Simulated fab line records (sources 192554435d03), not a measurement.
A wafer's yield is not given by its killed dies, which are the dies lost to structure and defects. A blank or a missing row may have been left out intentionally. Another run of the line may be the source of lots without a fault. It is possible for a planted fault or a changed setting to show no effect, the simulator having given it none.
fab line records	flow n5_finfet
record: lots: 11	wafers: 32	last_day: 17
route steps=1938 shown BEOL_M7@1310 BEOL_M8@1332 PASSIVATION@1936
lots that met no fault: taken from a fault-free run of the same line
start_h: the number of hours between the record's first day and the start of the first shown wafer of the lot	wait_h: how many hours have passed since the lot's step before this one	" the same as in the row above	L1.1+2: several wafers, shown together as one row	- no value, or no start given	* or withheld: withheld	< > ~ a bound
route shown NAME@n: NAME is a module with steps in the file, n the number in the route of the first one	usual: the fault-free wafers' mean and standard deviation	same: alike in all rows	chamber/n: place in a boat	sites: the reading at each site	_std_site: standard deviation across them	_edge_site: mean of outer sites minus mean of inner sites	radius_mm: for every site, how far away it sits from the centre of the wafer	mask NAME#n: copy n	behind: the most recent tool/chamber to have shaped the wafer	hold: what put the lot on hold/how long, in hours/how the hold closed	device: transistor that didn't switch, given as n, p or np	end of line: the route-end tests of the same wafers	where a step has no rows: the recipe by itself	killed: the dies lost at the first sort to structure and to defects; this is not the yield of the wafer	map: shows each die of a wafer: x if killed, . if not, _ if none is there
set.NAME: the setting that was run; set.NAME@STEP: the one run at that earlier step	model.NAME: the simulator's own value behind a step, which no gauge read
one table for each step of the route and one row for each wafer, over a sample of lots
services: from which hour (start_h, from the record's first day; less than 0 if before it) a tool's chamber was out of use, for how many hours, and why
== steps ==
step: N5_BEOL_M7_STRIP_80
recipe: chemistry: N2/H2	time_s: 10	power_w: 450	temp_c: 40	pressure_mtorr: 20	rf_frequency_hz: 6e+07	bias_power_w: 7	n2_flow_sccm: 200	h2_flow_sccm: 200
usual: drypump_motor_current_A: 5.8/0.5	h2_flow_sccm: 200.0/0.59	oes_product_au: 0.73/0.073	rf_vpp_V: 59.1/0.87	showerhead_plenum_p_Torr: 2.52/0.094	throttle_valve_pct: 23.58/0.15
lot.wafer	tool	chamber	start_h	wait_h	drypump_motor_current_A	h2_flow_sccm	oes_product_au	rf_hours_counter_h	rf_vpp_V	showerhead_plenum_p_Torr	throttle_valve_pct
L857.1	rie_diel-03	1	-	-	6.5	200.2	0.71	188	59.5	2.52	23.50
L857.3	"	2	"	"	5.3	199.6	0.71	201	59.2	2.53	23.74
L857.5	"	2	"	"	5.3	199.6	0.71	-	59.0	2.52	23.74
L860.1	rie_diel-04	3	-	-	6.0	199.6	0.71	189	59.0	2.62	23.27
L860.5	"	2	"	"	5.4	200.7	0.75	-	58.8	2.53	23.44
L860.6	"	1	"	"	6.0	200.1	0.72	-	59.5	2.63	23.75
L859.1	rie_diel-03	2	-	-	5.3	199.7	0.71	207	59.6	2.52	23.75
L859.3	"	0	"	"	5.9	200.1	0.69	248	58.9	2.39	23.68
L859.5	"	2	"	"	5.3	199.7	0.71	-	58.4	2.52	23.75
L864.2	rie_diel-03	2	-	-	5.3	199.8	0.71	212	58.9	2.52	23.76
L864.3	"	3	"	"	5.3	198.7	0.72	190	57.8	2.40	23.69
L864.5	"	3	"	"	5.3	198.9	0.71	-	59.6	2.40	23.69
L865.2	rie_diel-02	0	-	-	5.1	199.8	0.78	122	59.5	2.65	23.53
L865.3	"	1	"	"	6.2	200.7	0.73	167	57.8	2.43	23.55
L865.6	"	1	"	"	6.2	199.9	0.73	-	58.4	2.43	23.56
L867.2	rie_diel-03	1	-	-	6.5	199.3	0.69	212	59.8	2.51	23.53
L867.3	"	0	"	"	5.9	200.4	0.95	7	59.9	2.71	23.38
L867.4	"	3	"	"	5.3	200.9	0.71	203	57.7	2.39	23.70
L871.1	rie_diel-04	0	-	-	6.4	199.9	0.69	248	58.0	2.38	23.75
L871.2	"	3	"	"	5.9	199.4	0.68	213	59.7	2.61	23.32
L871.3	"	1	"	"	6.0	199.5	0.69	194	59.9	2.62	23.77
L873.3	rie_diel-03	2	-	-	5.3	200.0	0.68	237	59.6	2.51	23.77
L873.6	"	2	"	"	5.3	199.5	0.69	-	60.0	2.51	23.80
L876.2	rie_diel-04	1	-	-	6.0	199.3	0.69	201	59.5	2.62	23.80
L876.5	"	1	"	"	6.0	199.4	0.69	-	60.8	2.62	23.80
L876.6	"	2	"	"	5.4	199.3	0.71	-	58.0	2.52	23.51
L877.1	rie_diel-03	1	-	-	6.5	199.9	0.69	231	59.0	2.50	23.55
L877.2	"	3	"	"	5.3	198.8	0.70	220	58.7	2.39	23.72
L877.4	"	0	"	"	5.9	201.1	0.90	24	59.9	2.70	23.38
L879.1	rie_diel-04	1	-	-	6.0	200.6	0.68	208	59.7	2.62	23.79
L879.2	"	3	"	"	6.0	200.4	0.68	229	59.9	2.60	23.32
L879.6	"	0	"	"	6.3	200.6	0.99	-	60.2	2.69	23.45
step: N5_BEOL_M7_DEGAS_44
recipe: ambient: vacuum	temp_c: 250	time_s: 60
usual: heater_power_w: 340/27
lot.wafer	tool	chamber	start_h	wait_h	heater_power_w
L857.1	pvd_sputter-03	-	201.88	0.7	356
L857.3	"	-	"	"	346
L857.5	"	-	"	"	347
L860.1	pvd_sputter-02	-	222.53	1.4	345
L860.5	"	-	"	"	341
L860.6	"	-	"	"	349
L859.1	pvd_sputter-02	-	222.61	1.3	358
L859.3	"	-	"	"	344
L859.5	"	-	"	"	350
L864.2	pvd_sputter-03	-	236.14	0.3	289
L864.3	"	-	"	"	309
L864.5	"	-	"	"	280
L865.2	pvd_sputter-03	-	247.66	0.3	275
L865.3	"	-	"	"	315
L865.6	"	-	"	"	274
L867.2	pvd_sputter-03	-	275.32	0.4	286
L867.3	"	-	"	"	353
L867.4	"	-	"	"	337
L871.1	pvd_sputter-02	-	297.17	0.3	364
L871.2	"	-	"	"	340
L871.3	"	-	"	"	348
L873.3	pvd_sputter-02	-	308.37	1.8	362
L873.6	"	-	"	"	346
L876.2	pvd_sputter-01	-	314.54	0.4	299
L876.5	"	-	"	"	370
L876.6	"	-	"	"	369
L877.1	pvd_sputter-02	-	331.55	0.6	336
L877.2	"	-	"	"	369
L877.4	"	-	"	"	350
L879.1	pvd_sputter-01	-	338.67	0.5	365
L879.2	"	-	"	"	319
L879.6	"	-	"	"	311
step: N5_BEOL_M7_SURFACE_TREAT_79
recipe: gas: Ar	time_s: *	ion_energy_ev: *	ion_current_ma_cm2: 0.5	pressure_mtorr: *	ar_flow_sccm: 30
usual: throttle_valve_pct: *
lot.wafer	tool	chamber	start_h	wait_h	throttle_valve_pct
L857.1	pvd_sputter-03	-	202.30	0.2	*
L857.3	"	-	"	"	*
L857.5	"	-	"	"	*
L860.1	pvd_sputter-02	-	223.11	0.3	*
L860.5	"	-	"	"	*
L860.6	"	-	"	"	*
L859.1	pvd_sputter-03	-	223.12	0.3	*
L859.3	"	-	"	"	*
L859.5	"	-	"	"	*
L864.2	pvd_sputter-01	-	236.54	0.2	*
L864.3	"	-	"	"	*
L864.5	"	-	"	"	*
L865.2	pvd_sputter-03	-	248.14	0.2	*
L865.3	"	-	"	"	*
L865.6	"	-	"	"	*
L867.2	pvd_sputter-03	-	279.40	3.8	*
L867.3	"	-	"	"	*
L867.4	"	-	"	"	*
L871.1	pvd_sputter-02	-	297.57	0.2	*
L871.2	"	-	"	"	*
L871.3	"	-	"	"	*
L873.3	pvd_sputter-02	-	308.79	0.2	*
L873.6	"	-	"	"	*
L876.2	pvd_sputter-02	-	315.02	0.2	*
L876.5	"	-	"	"	*
L876.6	"	-	"	"	*
L877.1	pvd_sputter-02	-	332.07	0.2	*
L877.2	"	-	"	"	*
L877.4	"	-	"	"	*
L879.1	pvd_sputter-01	-	339.31	0.2	*
L879.2	"	-	"	"	*
L879.6	"	-	"	"	*
step: N5_BEOL_M8_ILD_DEP_00
recipe: material: SiCOH_lowk	target_thk_a: 1797.5	temp_c: 300	precursor: DEMS/porogen	pressure_torr: 5	rf_w: 500	time_s: 33.4
usual: heater_power_w: 302/64	showerhead_plenum_p_Torr: 5.743/0.016	throttle_valve_pct: 13.8/0.72
lot.wafer	tool	chamber	start_h	wait_h	heater_power_w	showerhead_plenum_p_Torr	throttle_valve_pct
L857.1	pecvd-04	1	203.79	0.0	366	5.747	13.6
L857.3	"	0	"	"	277	5.727	14.6
L857.5	"	1	"	"	296	5.769	13.5
L860.1	pecvd-04	2	224.36	0.0	370	5.735	12.7
L860.5	"	0	"	"	264	5.715	14.7
L860.6	"	2	"	"	367	5.718	13.0
L859.1	pecvd-02	2	224.42	0.0	237	5.745	13.5
L859.3	"	1	"	"	260	5.736	15.0
L859.5	"	0	"	"	474	5.748	13.6
L864.2	pecvd-02	1	238.61	0.0	243	5.746	14.7
L864.3	"	2	"	"	299	5.733	13.6
L864.5	"	1	"	"	244	5.751	15.0
L865.2	pecvd-02	1	249.84	0.0	262	5.733	15.0
L865.3	"	0	"	"	473	5.753	13.6
L865.6	"	1	"	"	258	5.759	14.8
L867.2	pecvd-04	2	281.02	0.0	385	5.733	13.2
L867.3	"	1	"	"	330	5.750	13.4
L867.4	"	0	"	"	288	5.734	14.7
L871.1	pecvd-04	0	299.50	0.0	281	5.732	14.8
L871.2	"	1	"	"	316	5.775	13.4
L871.3	"	2	"	"	354	5.731	13.2
L873.3	pecvd-04	2	310.04	0.0	376	5.712	13.1
L873.6	"	2	"	"	297	5.728	13.1
L876.2	pecvd-02	1	317.42	0.0	252	5.744	14.7
L876.5	"	2	"	"	255	5.726	13.9
L876.6	"	1	"	"	254	5.746	14.9
L877.1	pecvd-01	0	333.68	0.0	282	5.732	14.5
L877.2	"	1	"	"	281	5.774	13.6
L877.4	"	0	"	"	218	5.735	14.7
L879.1	pecvd-01	2	340.81	0.0	269	5.740	12.9
L879.2	"	0	"	"	262	5.733	14.5
L879.6	"	1	"	"	283	5.773	13.7
step: N5_BEOL_M8_THK_MEAS_01
recipe: reads: SiCOH_lowk_of_BEOL_M8_ILD_DEP_00
usual: M8_ILD_THK: 155.9/2
lot.wafer	tool	chamber	start_h	wait_h	M8_ILD_THK[nm]
L857.1	film_metro-02	-	204.36	0.4	152.2
L857.3	"	-	"	"	153.9
L857.5	"	-	"	"	154.0
L860.1	film_metro-01	-	225.09	0.4	155.9
L860.5	"	-	"	"	159.5
L860.6	"	-	"	"	156.6
L859.1	film_metro-02	-	225.26	0.4	155.6
L859.3	"	-	"	"	157.7
L859.5	"	-	"	"	158.0
L864.2	film_metro-01	-	239.67	0.7	157.5
L864.3	"	-	"	"	156.2
L864.5	"	-	"	"	160.4
L865.2	film_metro-01	-	250.44	0.4	154.3
L865.3	"	-	"	"	155.7
L865.6	"	-	"	"	157.1
L867.2	film_metro-01	-	281.59	0.4	153.1
L867.3	"	-	"	"	153.6
L867.4	"	-	"	"	155.6
L871.1	film_metro-02	-	300.07	0.4	151.5
L871.2	"	-	"	"	152.7
L871.3	"	-	"	"	107.2
L873.3	film_metro-01	-	310.63	0.3	104.6
L873.6	"	-	"	"	154.3
L876.2	film_metro-01	-	318.00	0.4	157.3
L876.5	"	-	"	"	154.8
L876.6	"	-	"	"	157.7
L877.1	film_metro-01	-	334.25	0.4	154.0
L877.2	"	-	"	"	154.3
L877.4	"	-	"	"	156.7
L879.1	film_metro-02	-	341.86	0.8	156.5
L879.2	"	-	"	"	154.6
L879.6	"	-	"	"	156.5
step: N5_PASSIVATION_PROBE_49
usual: defect_limited_yield: 91.3/1.5	killed_at_M0_to_M3: 33/12	killed_at_M4_up: 13/5.2	killed_at_contacts: 13/6.7	killed_at_front_end: 40/11	killed_at_other: 4.1/2.7	killed_dies: 103/17	killed_open: 69/13	killed_short: 33/8.4	sort_bin_5_function: 5.1/1	sort_bin_6_memory: 3.2/0.62	sort_n_pass: 1077/17	sort_yield_pct: 91.3/1.5
same: gross_dies: 1180	killed_at_back_side: 0	sort_bin_4_leakage[%]: 0	sort_bin_8_speed[%]: 0
lot.wafer	tool	chamber	start_h	wait_h	defect_limited_yield[%]	killed_at_M0_to_M3	killed_at_M4_up	killed_at_contacts	killed_at_front_end	killed_at_other	killed_dies	killed_open	killed_short	sort_bin_5_function[%]	sort_bin_6_memory[%]	sort_n_pass	sort_yield_pct[%]
L876.2	prober-01	-	394.75	0.3	91.9	24	10	17	41	4	96	70	23	4.6	3.3	1084	91.9
L876.5	prober-01	-	394.90	0.5	91.6	28	13	18	30	10	99	70	26	5.3	3.1	1081	91.6
L876.6	prober-01	-	394.95	0.5	90.8	34	11	19	35	9	108	65	39	5.3	3.1	1072	90.8
L877.1	prober-02	-	396.43	0.0	91.9	24	12	4	50	6	96	47	45	4.8	3.1	1084	91.9
L877.2	prober-02	-	396.48	0.1	92.7	37	9	5	30	5	86	52	32	4.2	3.0	1094	92.7
L877.4	prober-02	-	396.58	0.2	89.1	60	12	7	48	2	129	68	58	6.8	3.7	1051	89.1
killed by level:class
L876.2 MOL_CONTACT_COAG:geometric_particle:open=14 FIN_SAQP:geometric_particle:open=11 BEOL_M0_SAQP:geometric_particle:open=6 BEOL_M0_SAQP:geometric_particle:short=6 BEOL_M2:geometric_particle:open=5 BEOL_M3:geometric_particle:open=5 FIN_SAQP:geometric_particle:short=4 ILD0:geometric_particle:open=4
L876.5 MOL_CONTACT_COAG:geometric_particle:open=17 STI_FIN_REVEAL:geometric_particle:open=10 BEOL_M1:geometric_particle:open=7 GATE_CUT:geometric_particle:short=5 BEOL_M0_SAQP:geometric_particle:short=5 BEOL_M3:geometric_particle:open=5 BEOL_M4:geometric_particle:open=5 PASS1_CAP:geometric_particle:short=5
L876.6 MOL_CONTACT_COAG:geometric_particle:open=15 BEOL_M3:geometric_particle:open=8 BEOL_M0_SAQP:geometric_particle:open=6 BEOL_M2:geometric_particle:open=6 GATE_CUT:geometric_particle:open=5 GATE_CUT:geometric_particle:short=5 BEOL_M0_SAQP:geometric_particle:short=5 MOL_CONTACT_COAG:geometric_particle:short=4
L877.1 FIN_SAQP:geometric_particle:short=16 BEOL_M0_SAQP:geometric_particle:short=7 STI_FIN_REVEAL:geometric_particle:open=6 DUMMY_GATE:geometric_particle:open=6 BEOL_M1:geometric_particle:open=5 MOL_CONTACT_COAG:geometric_particle:open=4 BEOL_M0_SAQP:geometric_particle:open=4 BEOL_M2:geometric_particle:open=4
L877.2 BEOL_M0_SAQP:geometric_particle:open=11 FIN_SAQP:geometric_particle:short=9 BEOL_M0_SAQP:geometric_particle:short=9 BEOL_M1:geometric_particle:open=9 MOL_CONTACT_COAG:geometric_particle:open=5 FIN_SAQP:geometric_particle:open=3 SPACER0:geometric_particle:open=3 BEOL_M1:geometric_particle:short=3
L877.4 FIN_SAQP:geometric_particle:short=19 BEOL_M0_SAQP:geometric_particle:short=18 BEOL_M1:geometric_particle:open=12 FIN_SAQP:geometric_particle:open=10 BEOL_M0_SAQP:geometric_particle:open=9 BEOL_M4:geometric_particle:open=7 BEOL_M2:geometric_particle:open=5 STI_FIN_REVEAL:geometric_particle:open=4
== services ==
tool	chamber	start_h	hours	kind
pecvd-02	1	189.86	2.9	repair
pecvd-01	2	194.03	10.1	repair
pecvd-01	-	196.98	0.2	repair
rie_diel-02	3	210.65	2.9	repair
rie_diel-03	0	225.48	-	clean
rie_diel-03	0	225.48	-	consumable_replace:focus_ring
rie_diel-03	0	225.48	-	consumable_replace:showerhead
rie_diel-03	0	225.48	21.1	scheduled_down
rie_diel-03	0	225.48	21.1	vent_cycle
pecvd-04	1	239.86	2.1	scheduled_down
pecvd-01	2	247.92	5.4	repair
rie_diel-04	2	248.97	8.5	repair
pecvd-02	2	249.49	2.1	scheduled_down
rie_diel-02	3	249.69	7.0	repair
pecvd-04	0	258.81	5.5	scheduled_down
pecvd-01	0	278.24	12.8	repair
pecvd-04	-	278.25	1.6	repair
pvd_sputter-03	-	279.46	4.2	repair
rie_diel-04	0	303.73	-	clean
rie_diel-04	0	303.73	-	consumable_replace:focus_ring
pecvd-02	-	308.21	5.5	pm
rie_diel-04	2	316.38	2.4	repair
rie_diel-02	1	327.06	13.8	repair
rie_diel-03	2	333.27	7.1	repair
== key ==
first_sign: step: N5_BEOL_M8_THK_MEAS_01	reading: M8_ILD_THK	direction: down	sigmas: 25	usual: 155.9	struck: 105.9
effect none on later readings
met_at N5_BEOL_M8_ILD_DEP_00
struck_lots L871,L873
struck_wafers L871.3,L873.3
not_acting_at N5_BEOL_M7_STRIP_80,N5_BEOL_M7_DEGAS_44,N5_BEOL_M7_SURFACE_TREAT_79
onset_between 281.02 299.50
fault: kind: process_parameter_drift	tool: pecvd-04	chamber: -	onset_h: 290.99	steps: N5_BEOL_M8_ILD_DEP_00	channel: time_s	offset: *	shape: step	end_h: 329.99	scope: struck_wafers_only	acts_in: *	stated: *
